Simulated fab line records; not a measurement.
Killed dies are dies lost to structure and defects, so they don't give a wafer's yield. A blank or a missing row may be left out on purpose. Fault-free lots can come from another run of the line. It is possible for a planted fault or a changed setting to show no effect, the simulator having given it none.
Matching of chambers ; flow nandHarc ; 4 sister chambers for NHARC_A_STAIRCASE_TRIM_20 on rieDiel-01
The step chemistry O2, time 211.2 s. 4 wafers are shown with their chamber, then 10 later ones without.

## EACH WAFER AND ITS CHAMBER
wafer;chamber;drypumpMotorCurrentA (A)
L083.6;2;6.2
L088.2;1;6.1
L090.2;3;6.3
L090.3;0;6.7

## WAFERS WHOSE CHAMBER IS MISSING
wafer;drypumpMotorCurrentA (A)
L090.6;6.2
L093.3;6.7
L093.5;6.2
L093.6;6.1
L092.1;6.7
L092.3;6.2
L092.5;6.7
L097.2;6.7
L097.3;6.2
L097.4;6.4

## WHICH CHAMBER EACH ONE RAN IN
wafer;from the rows above;in truth
L090.6;2;2
L093.3;0;0
L093.5;2;2
L093.6;1;1
L092.1;0;0
L092.3;2;2
L092.5;0;0
L097.2;0;0
L097.3;2;2
L097.4;3;3
10 of 10 placed correctly. From these rows, 0 cannot be placed. Number placed wrongly: 0.
How it was worked out, from the rows above alone: a wafer's distance from a chamber is the root of the sum, over the readings, of the square of ((its reading less the chamber's mean) divided by the reading's scatter). If the next closest chamber is less than 2 further off than the closest, the wafer can't be placed; otherwise it belongs to the closest. The mean given for a chamber averages the wafers shown for that chamber. The scatter (one wafer shown for each chamber): square how far every hidden wafer sits from the nearest shown wafer, average those squares and take the square root.
